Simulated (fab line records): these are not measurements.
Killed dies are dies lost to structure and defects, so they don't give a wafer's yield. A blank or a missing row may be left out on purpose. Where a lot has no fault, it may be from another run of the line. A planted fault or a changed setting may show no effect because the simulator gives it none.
A struck lot beside a sound one | flow n5 finfet | 36 steps out of a route of 1938
Sound: the wafers L135.2, L135.4, L135.5. The struck wafers were L131.1, L131.3, L131.6. The cause is named last.
For every step that has rows: the tool of each side, followed by ch and its chambers, followed by its first start. Under that, the readings that differ: sound wafers | struck wafers | difference of the means | sigmas: that difference in standard deviations of wafers without a fault.
alike: same words and numbers on both sides, and readings whose means sit less than 2 such deviations apart. not compared: any withheld reading, any reading some wafer has no value for, any bound like >300 that may hide the same value, and any number with overlapping values for which the record gives no deviation.
The two part at a step that has a row with sigmas, a row that says differs or no value, or rows on one side only. Numbers that have no deviation but don't overlap get no sigmas and don't part them. A reading that every wafer of one side lacks parts them only if that side has two wafers or more.

first, 8 steps without rows for these wafers: N5_BEOL_M4_ECD_50 (material Cu, target thk 300 nm); N5_BEOL_M4_ANNEAL_51 (time 90 s); N5_BEOL_M4_CMP_52 (polishes, stops on SiOC, t overpolish 6.8 s, target thk 40 nm); N5_BEOL_M4_PRE_CLEAN_60 (time 15 s); N5_BEOL_M4_CO_CAP_55 (material Co, precursor CCTBA/H2, target thk 2 nm, time 102.1 s); N5_BEOL_M4_PRE_CLEAN_56 (time 15 s); N5_BEOL_M4_DEP_57 (deposits SiCN from 3MS/NH3, target thk 8 nm, time 14 s); N5_BEOL_M5_ILD_DEP_00 (deposits SiCOH lowk from DEMS/porogen, target thk 140.64 nm, time 25.9 s).
N5_BEOL_M5_CURE_79: cures SiCOH lowk, time 240 s.
  sound on uv cure-02 ch 0, day 11 12:31; struck on uv cure-03 ch 0, day 10 09:14
  no value came back on the struck wafers for lamp power pct (%), run length s (s), wafer_temp_C_max; on the sound wafers lamp power pct (%) reads 52.30 52.36 52.32
  reading                                            | sound           | struck            | difference | sigmas
  model.SiCOH_lowk_of_BEOL_M5_ILD_DEP_00.thk nm (nm) | 117.8 119.4 124 | 136.6 137.4 139.2 | +17.3      |
N5_BEOL_M5_THK_MEAS_01:
  sound on film metro-02 at day 11 12:57; struck on film metro-02 at day 10 09:45
  reading         | sound             | struck            | difference | sigmas
  M5_ILD_THK (nm) | 117.8 119.4 123.9 | 136.7 137.4 139.2 | +17.4      | +10
then, 24 steps without rows for these wafers: N5_BEOL_M5_PECVD_70 (deposits SiO2 from TEOS/O2, target thk 16 nm, time 18 s); N5_BEOL_M5_HM_DEP_02 (deposits TiN, target thk 20 nm); N5_BEOL_M5_COAT_59 (time 60 s, resist thk 60 nm); N5_BEOL_M5_COAT_60 (time 60 s, resist thk 12 nm); N5_BEOL_M5_COAT_71 (time 60 s, resist thk 5 nm); N5_BEOL_M5_COAT_05 (resist thk 30 nm); N5_BEOL_M5_EBR_07; N5_BEOL_M5_SOFTBAKE_06 (time 60 s); N5_BEOL_M5_EXPOSE_08 (exposes mask M5, target cd 28 nm); N5_BEOL_M5_PEB_09 (peb time 60 s); N5_BEOL_M5_DEVELOP_10 (develop time 30 s); N5_BEOL_M5_DESCUM_16 (chemistry O2, time 7 s); N5_BEOL_M5_ETCH_72 (etches underlayer in N2/H2, target depth 6.5 nm, time 5.2 s); N5_BEOL_M5_ETCH_61 (etches SiARC in CF4, target depth 15.6 nm, time 26 s); N5_BEOL_M5_ETCH_62 (etches SOC in N2/H2, target depth 75 nm, overetch 15 nm, time 112.5 s); N5_BEOL_M5_STRIP_63 (strips in N2/H2); N5_BEOL_M5_STRIP_73 (strips in N2/H2); N5_BEOL_M5_STRIP_64 (strips in CF4); N5_BEOL_M5_HM_OPEN_17 (chemistry Cl2/BCl3, target TiN, target depth 20 nm, overetch 6 nm); N5_BEOL_M5_STRIP_19 (strips in O2); N5_BEOL_M5_COAT_65 (time 60 s, resist thk 60 nm); N5_BEOL_M5_COAT_66 (time 60 s, resist thk 12 nm); N5_BEOL_M5_COAT_74 (time 60 s, resist thk 5 nm); N5_BEOL_M5_COAT_22 (resist thk 30 nm).
N5_BEOL_M5_CMP_52: polishes, stops on SiCOH lowk, t overpolish 6.9 s, target thk 62 nm.
  sound on cmp-01 ch 0,1,3, day 11 22:52; struck on cmp-01 ch 1,2, day 10 19:50
  reading                                            | sound           | struck            | difference | sigmas
  model.SiCOH_lowk_of_BEOL_M5_ILD_DEP_00.thk nm (nm) | 114.8 116.4 121 | 133.6 134.4 136.2 | +17.3      |
  alike: clearing platen rpm, motor current A
-- a jump in the record: the struck wafers' starts before and after are 4 days apart (it breaks off in module BEOL_M5 and resumes in module PASSIVATION, where the first step shown is number 1936 of the route) --
N5_PASSIVATION_PROBE_49:
  sound on prober-02 at day 16 00:19; struck on prober-01 at day 14 12:34
  alike: defect limited yield, killed_at_M0_to_M3, killed_at_M4_up, killed at contacts, killed at front end, killed at other, killed dies, killed open, killed short, sort_bin_4_leakage, sort_bin_5_function, sort_bin_6_memory, sort_bin_8_speed, sort n pass, sort yield pct

WHERE THEY PART
Last at N5_BEOL_M5_THK_MEAS_01 as far as this record goes, first at N5_BEOL_M5_CURE_79. Later steps at which nothing parts them and some readings are alike: N5_BEOL_M5_CMP_52, N5_PASSIVATION_PROBE_49.

WHY: whatever the simulator had introduced
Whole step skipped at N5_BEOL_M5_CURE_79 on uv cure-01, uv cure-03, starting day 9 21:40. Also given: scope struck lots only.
